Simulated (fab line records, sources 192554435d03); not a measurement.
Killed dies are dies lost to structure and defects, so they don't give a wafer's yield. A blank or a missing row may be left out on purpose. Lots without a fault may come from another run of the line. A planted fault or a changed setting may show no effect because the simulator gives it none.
A struck lot beside a sound one | flow n5_finfet | 37 steps out of a route of 1938
Sound: wafers L527.1, L527.3, L527.5. Struck: wafers L538.1, L538.2. (L538.5 of the same lot was not struck and is left out.) The cause comes at the end.
At each step with rows: each side's tool, then ch and its chambers, then its first start. Under that, the readings that differ: sound wafers | struck wafers | difference of the means | sigmas: that difference in standard deviations of wafers without a fault.
alike: readings whose means differ by less than 2 such deviations, and words and numbers that are the same on both sides. not compared: withheld readings, readings that some wafer has no value for, bounds like >300 that may hide the same value, and numbers for which the record gives no deviation and whose values overlap.
The two part at a step that has a row with sigmas, a row that says differs or no value, or rows on one side only. Numbers that don't overlap but have no deviation are shown without sigmas and don't part them. A reading that every wafer of one side lacks parts them only if that side has two wafers or more.

first, 9 steps without rows for these wafers: N5_BEOL_M4_ANNEAL_95 (time 240 s); N5_BEOL_M4_SPUTTER_96 (material Cu, target thk 4.5 nm, time 8.29 s); N5_BEOL_M4_ECD_50 (material Cu, target thk 300 nm); N5_BEOL_M4_ANNEAL_51 (time 90 s); N5_BEOL_M4_CMP_52 (polishes, stops on SiOC, t overpolish 6.8 s, target thk 40 nm); N5_BEOL_M4_PRE_CLEAN_60 (time 15 s); N5_BEOL_M4_CO_CAP_55 (material Co, precursor CCTBA/H2, target thk 2 nm, time 102.1 s); N5_BEOL_M4_PRE_CLEAN_56 (time 15 s); N5_BEOL_M4_DEP_57 (deposits SiCN from 3MS/NH3, target thk 8 nm, time 14 s).
N5_BEOL_M4_RC_MEAS_101:
  sound on prober-02 ch 0, day 10 13:26; struck on prober-02 ch 0, day 13 09:45
  alike: DIBL_N, DIBL_P, IOFF_N, IOFF_P, ION_N, ION_P, SS_N, SS_P, VT_N, VT_P
N5_BEOL_M5_ILD_DEP_00: deposits SiCOH lowk from DEMS/porogen, target thk 140.64 nm, time 25.9 s.
  sound on pecvd-01 ch 0,1,2, day 10 14:23; struck on pecvd-01 ch 0,1, day 13 10:43
  reading                                            | sound           | struck    | difference | sigmas
  model.SiCOH_lowk_of_BEOL_M5_ILD_DEP_00.thk_nm (nm) | 138.8 141.2 141 | 232 231.4 | +91        |
  alike: heater_power_w, showerhead_plenum_p_Torr, throttle_valve_pct
then, 1 step without rows for these wafers: N5_BEOL_M5_CURE_79 (cures SiCOH lowk, time 240 s).
N5_BEOL_M5_THK_MEAS_01:
  sound on film_metro-01, day 10 14:58; struck on film_metro-02, day 13 11:17
  reading         | sound             | struck      | difference | sigmas
  M5_ILD_THK (nm) | 119.4 121.5 121.3 | 200.7 200.4 | +79.8      | +50
then, 22 steps without rows for these wafers: N5_BEOL_M5_PECVD_70 (deposits SiO2 from TEOS/O2, target thk 16 nm, time 18 s); N5_BEOL_M5_HM_DEP_02 (deposits TiN, target thk 20 nm); N5_BEOL_M5_COAT_59 (time 60 s, resist thk 60 nm); N5_BEOL_M5_COAT_60 (time 60 s, resist thk 12 nm); N5_BEOL_M5_COAT_71 (time 60 s, resist thk 5 nm); N5_BEOL_M5_COAT_05 (resist thk 30 nm); N5_BEOL_M5_EBR_07; N5_BEOL_M5_SOFTBAKE_06 (time 60 s); N5_BEOL_M5_EXPOSE_08 (exposes mask M5, target cd 28 nm); N5_BEOL_M5_PEB_09 (peb time 60 s); N5_BEOL_M5_DEVELOP_10 (develop time 30 s); N5_BEOL_M5_DESCUM_16 (chemistry O2, time 7 s); N5_BEOL_M5_ETCH_72 (etches underlayer in N2/H2, target depth 6.5 nm, time 5.2 s); N5_BEOL_M5_ETCH_61 (etches SiARC in CF4, target depth 15.6 nm, time 26 s); N5_BEOL_M5_ETCH_62 (etches SOC in N2/H2, target depth 75 nm, overetch 15 nm, time 112.5 s); N5_BEOL_M5_STRIP_63 (strips in N2/H2); N5_BEOL_M5_STRIP_73 (strips in N2/H2); N5_BEOL_M5_STRIP_64 (strips in CF4); N5_BEOL_M5_HM_OPEN_17 (chemistry Cl2/BCl3, target TiN, target depth 20 nm, overetch 6 nm); N5_BEOL_M5_STRIP_19 (strips in O2); N5_BEOL_M5_COAT_65 (time 60 s, resist thk 60 nm); N5_BEOL_M5_COAT_66 (time 60 s, resist thk 12 nm).
N5_BEOL_M5_CMP_52: polishes, stops on SiCOH lowk, t overpolish 6.9 s, target thk 62 nm.
  sound on cmp-01 ch 0,2, day 11 01:31; struck on cmp-04 ch 1,2, day 13 22:32
  reading                                            | sound             | struck      | difference | sigmas
  model.SiCOH_lowk_of_BEOL_M5_ILD_DEP_00.thk_nm (nm) | 116.4 118.6 118.4 | 197.6 197.2 | +79.6      |
  alike: clearing_platen_down_force_psi, motor_current_A, platen_rpm, retaining_ring_pressure_frac
-- the record jumps here: 4 days lie between the struck wafers' starts before and after (it left off in module BEOL_M5 and takes up again in module PASSIVATION, whose first step shown is number 1936 of the route) --
N5_PASSIVATION_PROBE_49:
  sound on prober-01, day 15 13:19; struck on prober-01, day 18 00:58
  reading                  | sound          | struck    | difference | sigmas
  defect_limited_yield (%) | 93.2 92.9 95.0 | 0 0       | -94        | -67
  killed_at_M4_up          | 14 16 3        | 1099 1074 | +1076      | +99 or more
  killed_at_other          | 1 0 1          | 9 4       | +6         | +2
  killed_dies              | 80 84 59       | 1180 1180 | +1106      | +65
  killed_on_rim            | 11 10 7        | 152 152   | +143       | +34
  killed_open              | 52 45 34       | 68 84     | +32        | +2
  sort_bin_5_function (%)  | 4.4 4.4 2.8    | 96.9 95.6 | +92.4      | +94
  sort_bin_6_memory (%)    | 2.2 2.5 2.0    | 3.1 4.2   | +1.4       | +2
  sort_n_pass              | 1100 1096 1121 | 0 0       | -1106      | -53
  sort_yield_pct (%)       | 93.2 92.9 95.0 | 0 0       | -94        | -55
  alike: killed_at_M0_to_M3, killed_at_contacts, killed_at_front_end, killed_short, sort_bin_4_leakage

WHERE THEY PART
First at N5_BEOL_M5_THK_MEAS_01; last, within this record, at N5_PASSIVATION_PROBE_49.

WHY: what the simulator had put in
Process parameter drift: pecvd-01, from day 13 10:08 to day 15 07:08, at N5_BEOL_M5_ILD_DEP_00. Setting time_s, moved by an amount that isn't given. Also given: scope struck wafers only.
